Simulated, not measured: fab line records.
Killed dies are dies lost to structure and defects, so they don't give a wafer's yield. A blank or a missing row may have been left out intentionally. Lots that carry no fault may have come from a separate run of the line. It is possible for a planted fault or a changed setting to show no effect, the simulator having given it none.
fab line records + flow nand_harc
[record]
- lots = 6
- wafers = 17
- last_day = 34
route steps=1302 shown A_STAIRCASE@690 END@1302
lots untouched by any fault: they come from a run of this same line in which no faults occurred
start_h: the number of hours between the record's first day and the start of the first shown wafer of the lot + wait_h: hours from the lot's prior step to this one + " same as the row above + L1.1+2: a single row standing in for several wafers + - value missing, or start not given + * or withheld: withheld + < > ~ a bound
route shown NAME@n: names a module that has steps shown in the file, with the first one's number in the route + usual: average and standard deviation across the fault-free wafers + same: alike in all rows + chamber/n: place in a boat + sites: readings site by site + _std_site: the values' standard deviation + _edge_site: mean of outer sites minus mean of inner sites + radius_mm: how far each site lies from the wafer's centre + mask NAME#n: copy n + behind: tool/chamber where the wafer was last shaped + hold: why the lot was held/for how many hours/how that ended + device: the n, p or np transistor that did not switch + end of line: at the end of the route, the tests of the same wafers + a step without rows: its recipe alone + killed: count of dies lost to structure and defects at first sort (not the wafer's yield) + map: dies across one wafer; x = killed, . = not, _ = none there
set.NAME: the setting the step ran with; set.NAME@STEP: the setting that earlier step ran with + model.NAME: the simulator's own value behind a step, which no gauge read
a table for each step, a row for each wafer; lots at some steps of the route
services: the hour from which a tool's chamber was out of use, counted from the record's first day as start_h (under 0 if before that day), plus the number of hours and why
[[steps]]
[step NHARC_A_STAIRCASE_DEHYDRATE_176]
[recipe]
- temp_c = 150
- time_s = 120
[step NHARC_A_STAIRCASE_HMDS_177]
[recipe]
- time_s = 30
[step NHARC_A_STAIRCASE_COAT_178]
[recipe]
- spin_rpm = 1200
[step NHARC_A_STAIRCASE_SOFTBAKE_179]
[recipe]
- temp_c = 135
- time_s = 170
[step NHARC_A_STAIRCASE_EBR_180]
[step NHARC_A_STAIRCASE_EXPOSE_181]
[recipe]
- na = 0.5
- dose_mj = 27.87
- mask_id = STAIR_2
[step NHARC_A_STAIRCASE_PEB_182]
[recipe]
- peb_temp_c = 115
- peb_time_s = 130
[step NHARC_A_STAIRCASE_DEVELOP_183]
[recipe]
- time_s = 140
[step NHARC_A_STAIRCASE_HARDBAKE_185]
[recipe]
- temp_c = 120
- time_s = 140
[step NHARC_A_STAIRCASE_DESCUM_186]
[recipe]
- time_s = 3
- o2_flow_sccm = 200
- ar_flow_sccm = 0
- bias_power_w = 0
- chemistry = O2
[usual]
- drypump_motor_current_A = 5.61/0.29
- oes_product_au = 1.002/0.0072
- rf_vpp_V = 57.7/0.94
- showerhead_plenum_p_Torr = 1.91/0.091
- throttle_valve_pct = 11.310/0.0097
| lot.wafer | tool        | chamber | start_h | wait_h | drypump_motor_current_A | oes_product_au | rf_hours_counter_h | rf_vpp_V | showerhead_plenum_p_Torr | throttle_valve_pct |
|-----------|-------------|---------|---------|--------|-------------------------|----------------|--------------------|----------|--------------------------|--------------------|
| L304.1    | rie_diel-11 | 0       | 350.76  | -      | 5.34                    | 1.003          | 23                 | 56.8     | 1.79                     | 11.311             |
| L304.4    | "           | 3       | "       | "      | 5.72                    | 1.005          | 26                 | 57.7     | 2.00                     | 11.311             |
| L304.6    | "           | 0       | "       | "      | 5.33                    | 1.002          | -                  | 57.0     | 1.79                     | 11.322             |
| L317.3    | rie_diel-02 | 0       | 480.37  | -      | 5.64                    | 1.002          | 25                 | 57.5     | 1.78                     | 11.309             |
| L317.4    | "           | 1       | "       | "      | 5.79                    | 0.996          | 30                 | 56.4     | 2.03                     | 11.333             |
| L317.6    | "           | 3       | "       | "      | 5.24                    | 1.002          | -                  | 57.6     | 1.95                     | 11.319             |
| L321.3    | rie_diel-11 | 2       | 517.09  | -      | 5.81                    | 1.000          | 19                 | 58.3     | 2.07                     | 11.317             |
| L321.5    | "           | 0       | "       | "      | 5.35                    | 1.002          | -                  | 57.7     | 1.78                     | 11.306             |
| L322.1    | rie_diel-11 | 3       | 545.52  | -      | 5.71                    | 1.007          | 37                 | 57.1     | 1.97                     | 11.307             |
| L322.2    | "           | 0       | "       | "      | 5.33                    | 0.999          | 42                 | 56.5     | 1.77                     | 11.322             |
| L322.6    | "           | 1       | "       | "      | 5.75                    | 1.000          | -                  | 56.3     | 1.83                     | 11.324             |
| L325.4    | rie_diel-04 | 2       | 556.14  | -      | 5.95                    | 1.004          | 4                  | 58.3     | 1.94                     | 11.325             |
| L325.6    | "           | 1       | "       | "      | 5.71                    | 0.996          | -                  | 58.1     | 1.95                     | 11.318             |
| L325.5    | "           | 2       | "       | "      | 5.94                    | 1.003          | -                  | 58.1     | 1.94                     | 11.292             |
| L327.4    | rie_diel-02 | 0       | 594.81  | -      | 5.64                    | 0.986          | 5                  | 58.8     | 1.77                     | 11.318             |
| L327.1    | "           | 1       | "       | "      | 5.77                    | 0.987          | 5                  | 59.7     | 2.02                     | 11.304             |
| L327.5    | "           | 1       | "       | "      | 5.81                    | 0.996          | -                  | 58.8     | 2.02                     | 11.316             |
[step NHARC_A_STAIRCASE_TRIM_187]
[recipe]
- time_s = 211.2
- o2_flow_sccm = 500
- ar_flow_sccm = 0
- bias_w = 0
- chemistry = O2
[usual]
- drypump_motor_current_A = 5.63/0.3
- oes_product_au = 1.001/0.0078
- rf_vpp_V = 57.7/0.84
- showerhead_plenum_p_Torr = 3.52/0.16
- throttle_valve_pct = 17.038/0.0088
| lot.wafer | tool        | chamber | start_h | wait_h | drypump_motor_current_A | oes_product_au | rf_hours_counter_h | rf_vpp_V | showerhead_plenum_p_Torr | throttle_valve_pct |
|-----------|-------------|---------|---------|--------|-------------------------|----------------|--------------------|----------|--------------------------|--------------------|
| L304.1    | rie_diel-11 | 1       | 350.86  | 0.1    | 5.77                    | 1.007          | 24                 | 58.6     | 3.42                     | 17.047             |
| L304.4    | "           | 2       | "       | "      | 5.83                    | 1.014          | 24                 | 57.3     | 3.28                     | 17.046             |
| L304.6    | "           | 0       | "       | "      | 5.31                    | 0.998          | -                  | 56.9     | 3.32                     | 17.034             |
| L317.3    | rie_diel-02 | 0       | 480.47  | 0.1    | 5.63                    | 1.005          | 25                 | 56.5     | 3.30                     | 17.057             |
| L317.4    | "           | 1       | "       | "      | 5.76                    | 0.992          | 30                 | 57.7     | 3.73                     | 17.064             |
| L317.6    | "           | 2       | "       | "      | 6.03                    | 0.992          | -                  | 56.6     | 3.41                     | 17.040             |
| L321.3    | rie_diel-11 | 0       | 517.19  | 0.1    | 5.36                    | 1.004          | 26                 | 58.1     | 3.29                     | 17.045             |
| L321.5    | "           | 2       | "       | "      | 5.82                    | 0.995          | -                  | 57.1     | 3.80                     | 17.029             |
| L322.2    | rie_diel-11 | 0       | 545.59  | 0.1    | 5.33                    | 1.005          | 42                 | 58.7     | 3.29                     | 17.041             |
| L322.1    | "           | 2       | "       | "      | 5.85                    | 1.002          | 31                 | 56.9     | 3.79                     | 17.043             |
| L322.6    | "           | 0       | "       | "      | 5.35                    | 1.009          | -                  | 55.6     | 3.29                     | 17.046             |
| L325.4    | rie_diel-04 | 2       | 556.23  | 0.1    | 5.98                    | 0.995          | 4                  | 58.3     | 3.57                     | 17.044             |
| L325.6    | "           | 1       | "       | "      | 5.74                    | 1.002          | -                  | 57.8     | 3.60                     | 17.037             |
| L325.5    | "           | 2       | "       | "      | 5.97                    | 0.997          | -                  | 56.9     | 3.57                     | 17.047             |
| L327.4    | rie_diel-02 | 3       | 594.90  | 0.1    | 5.23                    | 0.991          | 5                  | 57.0     | 3.57                     | 17.031             |
| L327.1    | "           | 1       | "       | "      | 5.76                    | 1.003          | 5                  | 57.9     | 3.72                     | 17.045             |
| L327.5    | "           | 0       | "       | "      | 5.64                    | 1.000          | -                  | 58.3     | 3.29                     | 17.044             |
[step NHARC_A_STAIRCASE_ETCH_188]
[recipe]
- target_depth_a = 1000
- time_s = 40.5
- ion_energy_ev = 400
- c4f8_flow_sccm = 20
- o2_flow_sccm = 10
- ar_flow_sccm = withheld
- rf_w = 600
- bias_w = 1000
- chemistry = C4F8/O2
[usual]
- oes_product_au = 0.941/0.013
- rf_vpp_V = 896/5.8
- run_length_s = 62.0/0.49
| lot.wafer | tool        | chamber | start_h | wait_h | oes_product_au | rf_hours_counter_h | rf_vpp_V | run_length_s |
|-----------|-------------|---------|---------|--------|----------------|--------------------|----------|--------------|
| L304.4    | rie_diel-11 | 2       | 351.01  | -      | 0.967          | 24                 | 886      | 62.8         |
| L304.1    | "           | 3       | "       | "      | 0.970          | 26                 | 900      | 62.2         |
| L304.6    | "           | 1       | "       | "      | 0.952          | -                  | 891      | 61.7         |
| L317.4    | rie_diel-02 | 3       | 480.60  | -      | 0.937          | 25                 | 898      | 61.6         |
| L317.3    | "           | 1       | "       | "      | 0.967          | 30                 | 904      | 61.4         |
| L317.6    | "           | 0       | "       | "      | 0.953          | -                  | 886      | 62.3         |
| L321.3    | rie_diel-11 | 0       | 517.32  | -      | 0.964          | 26                 | 887      | 59.0         |
| L321.5    | "           | 3       | "       | "      | 0.967          | -                  | 899      | 59.7         |
| L322.1    | rie_diel-11 | 3       | 545.75  | -      | 0.935          | 37                 | 900      | 59.5         |
| L322.2    | "           | 0       | "       | "      | 0.925          | 42                 | 888      | 59.0         |
| L322.6    | "           | 3       | "       | "      | 0.941          | -                  | 900      | 59.9         |
| L325.4    | rie_diel-04 | 0       | 556.38  | -      | 0.945          | 6                  | 898      | 61.4         |
| L325.6    | "           | 2       | "       | "      | 0.939          | -                  | 897      | 61.8         |
| L325.5    | "           | 3       | "       | "      | 0.940          | -                  | 893      | 62.4         |
| L327.4    | rie_diel-02 | 0       | 595.10  | -      | 0.940          | 5                  | 887      | 61.8         |
| L327.1    | "           | 3       | "       | "      | 0.937          | 5                  | 898      | 61.7         |
| L327.5    | "           | 1       | "       | "      | 0.934          | -                  | 901      | 61.3         |
[step NHARC_A_STAIRCASE_TRIM_189]
[recipe]
- time_s = 211.2
- o2_flow_sccm = 500
- ar_flow_sccm = 0
- bias_w = 0
- chemistry = O2
[usual]
- drypump_motor_current_A = 5.62/0.29
- oes_product_au = 1.002/0.0077
- rf_vpp_V = 57.7/0.93
- showerhead_plenum_p_Torr = 3.52/0.16
- throttle_valve_pct = 17.037/0.0085
| lot.wafer | tool        | chamber | start_h | wait_h | drypump_motor_current_A | oes_product_au | rf_hours_counter_h | rf_vpp_V | showerhead_plenum_p_Torr | throttle_valve_pct |
|-----------|-------------|---------|---------|--------|-------------------------|----------------|--------------------|----------|--------------------------|--------------------|
| L304.1    | rie_diel-11 | 2       | -       | -      | 5.83                    | 1.001          | 24                 | 58.2     | 3.28                     | 17.041             |
| L304.4    | "           | 3       | "       | "      | 5.71                    | 1.005          | 26                 | 57.4     | 3.67                     | 17.060             |
| L304.6    | "           | 1       | "       | "      | 5.75                    | 1.004          | -                  | 58.2     | 3.42                     | 17.053             |
| L317.4    | rie_diel-02 | 1       | -       | -      | 5.77                    | 0.992          | 30                 | 57.2     | 3.73                     | 17.053             |
| L317.3    | "           | 2       | "       | "      | 6.03                    | 0.993          | 30                 | 56.7     | 3.41                     | 17.034             |
| L317.6    | "           | 3       | "       | "      | 5.24                    | 0.994          | -                  | 56.5     | 3.59                     | 17.034             |
| L321.3    | rie_diel-11 | 2       | -       | -      | 5.82                    | 1.001          | 19                 | 59.4     | 3.80                     | 17.026             |
| L321.5    | "           | 2       | "       | "      | 5.79                    | 0.996          | -                  | 57.6     | 3.80                     | 17.052             |
| L322.2    | rie_diel-11 | 1       | -       | -      | 5.74                    | 1.016          | 35                 | 58.5     | 3.39                     | 17.014             |
| L322.1    | "           | 2       | "       | "      | 5.84                    | 1.002          | 31                 | 57.6     | 3.79                     | 17.023             |
| L322.6    | "           | 1       | "       | "      | 5.75                    | 1.012          | -                  | 56.4     | 3.39                     | 17.045             |
| L325.4    | rie_diel-04 | 0       | -       | -      | 5.63                    | 1.001          | 6                  | 56.7     | 3.62                     | 17.043             |
| L325.5    | "           | 0       | "       | "      | 5.58                    | 1.012          | -                  | 56.9     | 3.62                     | 17.038             |
| L325.6    | "           | 1       | "       | "      | 5.71                    | 1.003          | -                  | 58.7     | 3.60                     | 17.028             |
| L327.4    | rie_diel-02 | 3       | -       | -      | 5.22                    | 1.005          | 5                  | 59.2     | 3.57                     | 17.034             |
| L327.1    | "           | 0       | "       | "      | 5.61                    | 1.005          | 5                  | 56.5     | 3.29                     | 17.022             |
| L327.5    | "           | 1       | "       | "      | 5.79                    | 1.009          | -                  | 58.4     | 3.72                     | 17.041             |
[step NHARC_END_SORT_01]
[recipe]
- temp_c = 25
[usual]
- killed_at_array = 62/16
- killed_at_other = 0.8/1.1
- killed_at_periphery = 4/3.2
- killed_dies = 67/16
- killed_open = 3.5/1.9
- killed_short = 2.1/1.5
[same]
- gross_dies = 677
| lot.wafer | tool      | chamber | start_h | wait_h | killed_at_array | killed_at_other | killed_at_periphery | killed_dies | killed_open | killed_short |
|-----------|-----------|---------|---------|--------|-----------------|-----------------|---------------------|-------------|-------------|--------------|
| L317.3    | prober-02 | 0       | 683.98  | 3.1    | 52              | 1               | 3                   | 56          | 0           | 2            |
| L317.4    | prober-02 | 0       | 684.77  | 3.4    | 41              | 0               | 2                   | 43          | 4           | 2            |
| L317.6    | prober-02 | 0       | 686.36  | 4.0    | 38              | 1               | 6                   | 45          | 3           | 0            |
| L321.5    | prober-02 | 0       | 720.19  | 3.7    | 69              | 0               | 3                   | 72          | 3           | 3            |
| L322.1    | prober-01 | 0       | 756.21  | 2.5    | 47              | 1               | 3                   | 51          | 5           | 2            |
| L322.2    | prober-01 | 0       | 757.01  | 2.8    | 62              | 0               | 6                   | 68          | 8           | 1            |
// killed by level:class
L317.3 A_CHANNEL_HOLE_D1:chamber_film_flake=38 A_SLIT:chamber_film_flake=7 A_CONTACT:chamber_film_flake=3 P_M2:chamber_film_flake=2 A_STAIRCASE:chamber_film_flake=2 A_CHANNEL_FILL_D1:geometric_particle:short=1 A_SGD_CUT:geometric_particle:short=1 P_GATE:chamber_film_flake=1
L317.4 A_CHANNEL_HOLE_D1:chamber_film_flake=30 A_SLIT:chamber_film_flake=3 A_CONTACT:chamber_film_flake=2 A_ONON_D1:geometric_particle:open=1 A_CHANNEL_FILL_D2:geometric_particle:short=1 A_WL_FILL:geometric_particle:short=1 A_CONTACT:geometric_particle:open=1 A_BLC:geometric_particle:open=1
L317.6 A_CHANNEL_HOLE_D1:chamber_film_flake=30 P_M2:chamber_film_flake=3 A_CHANNEL_FILL_D2:geometric_particle:open=2 P_GATE:chamber_film_flake=2 A_SLIT:chamber_film_flake=2 A_CONTACT:chamber_film_flake=2 P_ZERO_WELL:chamber_film_flake=1 STARTING-WAFER:geometric_particle:open=1
L321.5 A_SLIT:chamber_film_flake=31 A_CHANNEL_HOLE_D2:chamber_film_flake=22 A_CHANNEL_HOLE_D1:chamber_film_flake=7 A_WL_FILL:chamber_film_flake=3 A_CONTACT:chamber_film_flake=2 P_GATE:geometric_particle:open=1 P_M0:geometric_particle:short=1 P_M0:geometric_particle:open=1
L322.1 A_CHANNEL_HOLE_D2:chamber_film_flake=17 A_CHANNEL_HOLE_D1:chamber_film_flake=11 A_SLIT:chamber_film_flake=8 A_CONTACT:chamber_film_flake=5 A_STAIRCASE:chamber_film_flake=2 P_M1:geometric_particle:open=1 P_M2:geometric_particle:open=1 A_ONON_D1:geometric_particle:short=1
L322.2 A_CHANNEL_HOLE_D2:chamber_film_flake=28 A_CHANNEL_HOLE_D1:chamber_film_flake=10 A_SLIT:chamber_film_flake=7 A_CONTACT:chamber_film_flake=5 A_M0:geometric_particle:open=2 P_CONTACT:chamber_film_flake=2 A_DECK1_JOINT:chamber_film_flake=2 A_STAIRCASE:chamber_film_flake=2
[[services]]
| tool        | chamber | start_h | hours | kind   |
|-------------|---------|---------|-------|--------|
| rie_diel-11 | 2       | 329.85  | 5.9   | repair |
| rie_diel-02 | 2       | 337.12  | 14.5  | repair |
| rie_diel-11 | 0       | 340.55  | -     | clean  |
| rie_diel-11 | 1       | 340.55  | -     | clean  |
| rie_diel-11 | 2       | 340.55  | -     | clean  |
| rie_diel-11 | 3       | 340.55  | -     | clean  |
| rie_diel-02 | 1       | 345.74  | 9.2   | repair |
| rie_diel-04 | -       | 354.90  | 9.0   | pm     |
| rie_diel-11 | 0       | 365.34  | -     | clean  |
| rie_diel-11 | 1       | 365.34  | -     | clean  |
| rie_diel-11 | 2       | 365.34  | -     | clean  |
| rie_diel-11 | 3       | 365.34  | -     | clean  |
| rie_diel-11 | 0       | 391.94  | -     | clean  |
| rie_diel-02 | -       | 393.85  | 9.0   | pm     |
| rie_diel-11 | -       | 435.05  | 9.0   | pm     |
| rie_diel-11 | 3       | 472.03  | 2.5   | repair |
| rie_diel-11 | 2       | 475.80  | 1.7   | repair |
| rie_diel-11 | 1       | 479.93  | 1.9   | repair |
| rie_diel-11 | 2       | 499.34  | 4.3   | repair |
| rie_diel-02 | 0       | 528.43  | 4.4   | repair |
| rie_diel-04 | -       | 531.90  | 9.0   | pm     |
| rie_diel-02 | 0       | 548.83  | 3.4   | repair |
| rie_diel-02 | -       | 573.09  | 9.0   | pm     |
| rie_diel-11 | 1       | 593.13  | 14.8  | repair |
[[key]]
[first_sign]
- step = NHARC_A_STAIRCASE_ETCH_188
- reading = run_length_s
- direction = down
- sigmas = 5.3
- usual = *
- struck = *
effect none on later readings
met_at NHARC_A_STAIRCASE_ETCH_188
struck_wafers L321.3,L321.5,L322.1,L322.2,L322.6
tester_left_out L321,L322
onset_between 351.01 517.32
[fault]
- kind = process_parameter_drift
- tool = rie_diel-11
- chamber = -
- onset_h = 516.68
- steps = NHARC_A_STAIRCASE_ETCH_188
- channel = time_s
- offset = *
- shape = step
- end_h = 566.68
- acts_in = *
- stated = *
// tester_left_out: of these lots the tester's yield and bins aren't shown, on N5 and GAA mostly nor the transistor test; their killed dies are dies lost to structure and defects alone, not to doping, threshold or leakage, so they don't give the yield
